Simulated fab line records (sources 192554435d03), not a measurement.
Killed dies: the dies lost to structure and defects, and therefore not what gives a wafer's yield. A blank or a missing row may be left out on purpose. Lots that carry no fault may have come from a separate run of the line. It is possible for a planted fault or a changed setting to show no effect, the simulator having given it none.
Which of the tools did it? | flow n5-finfet | 12 lots with 36 wafers sampled at 3 steps, on a route of 1938 steps

WHAT THE GAUGES SHOWED, per wafer
N5_MOL_CONTACT_COAG_CD_MEAS_40: the cd target is 25.1 nm.
lot  | measured     | on        | cd-nm (nm)
L075 | day 5 06:40  | cd-sem-02 | 25.42 25.05 25.10
L077 | day 5 23:31  | cd-sem-03 | 24.90 25.48 24.61
L079 | day 6 12:13  | cd-sem-02 | 25.24 25.13 25.05
L081 | day 7 01:20  | cd-sem-02 | 25.08 24.87 25.17
L083 | day 7 08:16  | cd-sem-02 | 24.76 24.75 25.08
L085 | day 8 02:02  | cd-sem-03 | 25.03 24.88 24.86
L087 | day 8 12:11  | cd-sem-02 | 25.30 25.27 25.17
L089 | day 9 01:09  | cd-sem-03 | 25.22 25.08 25.08
L091 | day 9 12:02  | cd-sem-02 | 25.28 25.03 25.12
L093 | day 9 23:59  | cd-sem-02 | 25.06 25.09 24.82
L095 | day 10 10:31 | cd-sem-02 | 25.23 25.00 24.85
L097 | day 11 07:44 | cd-sem-03 | 24.78 25.01 25.11

WHAT TOOL EACH LOT RAN ON (gives the tool, then ch and the chambers of the sampled wafers, and finally the start)
lot  | N5_GATE_CUT_HM_DEP_46          | N5_GATE_CUT_ETCH_37
L075 | pecvd-01 ch 0,1, day 4 16:02   | rie-diel-03 ch 0,1,3, day 4 16:43
L077 | pecvd-03 ch 0,2, day 5 05:19   | rie-diel-03 ch 0,2, day 5 05:54
L079 | pecvd-04 ch 0,1,2, day 5 19:46 | rie-diel-03 ch 1,2,3, day 5 20:18
L081 | pecvd-03 ch 0,2, day 6 08:58   | rie-diel-03 ch 0,1,2, day 6 09:30
L083 | pecvd-01 ch 0,1,2, day 6 18:01 | rie-diel-02 ch 0,2,3, day 6 18:40
L085 | pecvd-01 ch 0, day 7 09:53     | rie-diel-04 ch 2,3, day 7 10:50
L087 | pecvd-03 ch 0,1,2, day 7 19:50 | rie-diel-02 ch 0,1, day 7 20:30
L089 | pecvd-04 ch 0,1,2, day 8 07:09 | rie-diel-02 ch 0,3, day 8 07:43
L091 | pecvd-01 ch 0,1, day 8 18:26   | rie-diel-04 ch 0,1,3, day 8 19:06
L093 | pecvd-04 ch 0,1, day 9 08:59   | rie-diel-04 ch 0,1,2, day 9 09:39
L095 | pecvd-03 ch 0,1,2, day 9 18:03 | rie-diel-02 ch 0,1,3, day 9 18:43
L097 | pecvd-03 ch 0,2, day 10 11:28  | rie-diel-03 ch 0,1,2, day 10 12:00
- N5_GATE_CUT_HM_DEP_46: deposits SiO2 from TEOS/O2, target thk 130 nm, time 26.6 s.
- N5_GATE_CUT_ETCH_37: etches SOC in N2/H2, target depth 60 nm, overetch 12 nm, time 90 s.

THE ANSWER, worked out from the rows above alone
Rule: the lots themselves supply what counts as usual. Put in order of their means at a reading, lots are off if they are a third of the lots or fewer, leave a main group of 4 or more, and stand apart from it by a gap of 3 or more times the standard deviation of the main group's means; of several such gaps the widest counts. A main group whose means are all the same, to the digits that the tables above print for the reading, isn't used. Also off: a lot with no number at a reading for which 4 or more lots have one. Any other lot the step has rows for is counted as sound.
Across all readings shown, no lot is off: no conclusion can be drawn from this.

WHAT HAD BEEN PUT IN BY THE SIMULATOR
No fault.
